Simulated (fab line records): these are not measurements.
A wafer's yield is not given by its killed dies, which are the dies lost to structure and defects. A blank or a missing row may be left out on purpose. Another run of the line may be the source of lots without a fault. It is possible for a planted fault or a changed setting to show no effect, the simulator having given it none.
Chamber matching || flow n5 finfet || rie diel-03 running N5_BEOL_M5_ETCH_75: 4 sister chambers
The step etches underlayer in N2/H2, target depth 6.5 nm, time 5.2 s. 16 wafers are shown with their chamber, then 8 later ones without.

WAFERS WITH THEIR CHAMBER
{"wafer": "L074.2", "chamber": 1, "drypump motor current A (A)": 6.0, "throttle valve pct (%)": 18.29, "showerhead plenum p Torr (Torr)": 2.64}
{"wafer": "L074.3", "chamber": 3, "drypump motor current A (A)": 6.6, "throttle valve pct (%)": 17.52, "showerhead plenum p Torr (Torr)": 2.60}
{"wafer": "L074.6", "chamber": 3, "drypump motor current A (A)": 6.6, "throttle valve pct (%)": 17.56, "showerhead plenum p Torr (Torr)": 2.60}
{"wafer": "L076.2", "chamber": 1, "drypump motor current A (A)": 6.1, "throttle valve pct (%)": 18.30, "showerhead plenum p Torr (Torr)": 2.64}
{"wafer": "L076.5", "chamber": 3, "drypump motor current A (A)": 6.7, "throttle valve pct (%)": 17.54, "showerhead plenum p Torr (Torr)": 2.60}
{"wafer": "L076.6", "chamber": 0, "drypump motor current A (A)": 4.9, "throttle valve pct (%)": 17.60, "showerhead plenum p Torr (Torr)": 2.54}
{"wafer": "L083.3", "chamber": 1, "drypump motor current A (A)": 6.0, "throttle valve pct (%)": 18.31, "showerhead plenum p Torr (Torr)": 2.63}
{"wafer": "L083.5", "chamber": 1, "drypump motor current A (A)": 6.0, "throttle valve pct (%)": 18.31, "showerhead plenum p Torr (Torr)": 2.63}
{"wafer": "L083.6", "chamber": 2, "drypump motor current A (A)": 5.8, "throttle valve pct (%)": 17.79, "showerhead plenum p Torr (Torr)": 2.55}
{"wafer": "L084.2", "chamber": 0, "drypump motor current A (A)": 4.9, "throttle valve pct (%)": 17.64, "showerhead plenum p Torr (Torr)": 2.53}
{"wafer": "L084.4", "chamber": 3, "drypump motor current A (A)": 6.7, "throttle valve pct (%)": 17.56, "showerhead plenum p Torr (Torr)": 2.59}
{"wafer": "L084.6", "chamber": 2, "drypump motor current A (A)": 5.8, "throttle valve pct (%)": 17.76, "showerhead plenum p Torr (Torr)": 2.55}
{"wafer": "L086.3", "chamber": 2, "drypump motor current A (A)": 5.8, "throttle valve pct (%)": 17.79, "showerhead plenum p Torr (Torr)": 2.54}
{"wafer": "L086.4", "chamber": 1, "drypump motor current A (A)": 6.1, "throttle valve pct (%)": 18.33, "showerhead plenum p Torr (Torr)": 2.62}
{"wafer": "L086.6", "chamber": 2, "drypump motor current A (A)": 5.8, "throttle valve pct (%)": 17.81, "showerhead plenum p Torr (Torr)": 2.54}
{"wafer": "L093.1", "chamber": 3, "drypump motor current A (A)": 6.6, "throttle valve pct (%)": 17.63, "showerhead plenum p Torr (Torr)": 2.58}

SIGNATURES (averages over the wafers above)
{"reading": "drypump motor current A", "chamber 0": 4.900, "chamber 1": 6.040, "chamber 2": 5.800, "chamber 3": 6.640, "scatter within a chamber": 0.0447}
{"reading": "throttle valve pct", "chamber 0": 17.6200, "chamber 1": 18.3080, "chamber 2": 17.7875, "chamber 3": 17.5620, "scatter within a chamber": 0.0286}
{"reading": "showerhead plenum p Torr", "chamber 0": 2.5350, "chamber 1": 2.6320, "chamber 2": 2.5450, "chamber 3": 2.5940, "scatter within a chamber": 0.00791}
Rule: a wafer lies at a distance from a chamber equal to the root of the sum of squares, over the readings, of (its reading less the chamber's mean, divided by the reading's scatter). If the next closest chamber is less than 2 further off than the closest, the wafer can't be placed; otherwise it belongs to the closest. How the scatter is found: for the shown wafers, subtract from each reading the mean of its chamber, square and add these, divide the total by (wafers less chambers), then take the root.

WAFERS WITHOUT THEIR CHAMBER
{"wafer": "L093.5", "drypump motor current A (A)": 5.8, "throttle valve pct (%)": 17.79, "showerhead plenum p Torr (Torr)": 2.54}
{"wafer": "L093.6", "drypump motor current A (A)": 6.6, "throttle valve pct (%)": 17.61, "showerhead plenum p Torr (Torr)": 2.58}
{"wafer": "L094.2", "drypump motor current A (A)": 6.0, "throttle valve pct (%)": 18.37, "showerhead plenum p Torr (Torr)": 2.62}
{"wafer": "L094.3", "drypump motor current A (A)": 5.8, "throttle valve pct (%)": 17.81, "showerhead plenum p Torr (Torr)": 2.53}
{"wafer": "L094.6", "drypump motor current A (A)": 4.9, "throttle valve pct (%)": 17.66, "showerhead plenum p Torr (Torr)": 2.52}
{"wafer": "L096.1", "drypump motor current A (A)": 4.9, "throttle valve pct (%)": 17.64, "showerhead plenum p Torr (Torr)": 2.52}
{"wafer": "L096.3", "drypump motor current A (A)": 6.0, "throttle valve pct (%)": 18.39, "showerhead plenum p Torr (Torr)": 2.62}
{"wafer": "L096.5", "drypump motor current A (A)": 6.7, "throttle valve pct (%)": 17.60, "showerhead plenum p Torr (Torr)": 2.57}

THE CHAMBER EACH PASSED THROUGH
{"wafer": "L093.5", "from the rows above": 2, "in truth": 2}
{"wafer": "L093.6", "from the rows above": 3, "in truth": 3}
{"wafer": "L094.2", "from the rows above": 1, "in truth": 1}
{"wafer": "L094.3", "from the rows above": 2, "in truth": 2}
{"wafer": "L094.6", "from the rows above": 0, "in truth": 0}
{"wafer": "L096.1", "from the rows above": 0, "in truth": 0}
{"wafer": "L096.3", "from the rows above": 1, "in truth": 1}
{"wafer": "L096.5", "from the rows above": 3, "in truth": 3}
Correctly placed: 8 of 8. Left unplaced by these rows: 0. Placed wrongly: 0.
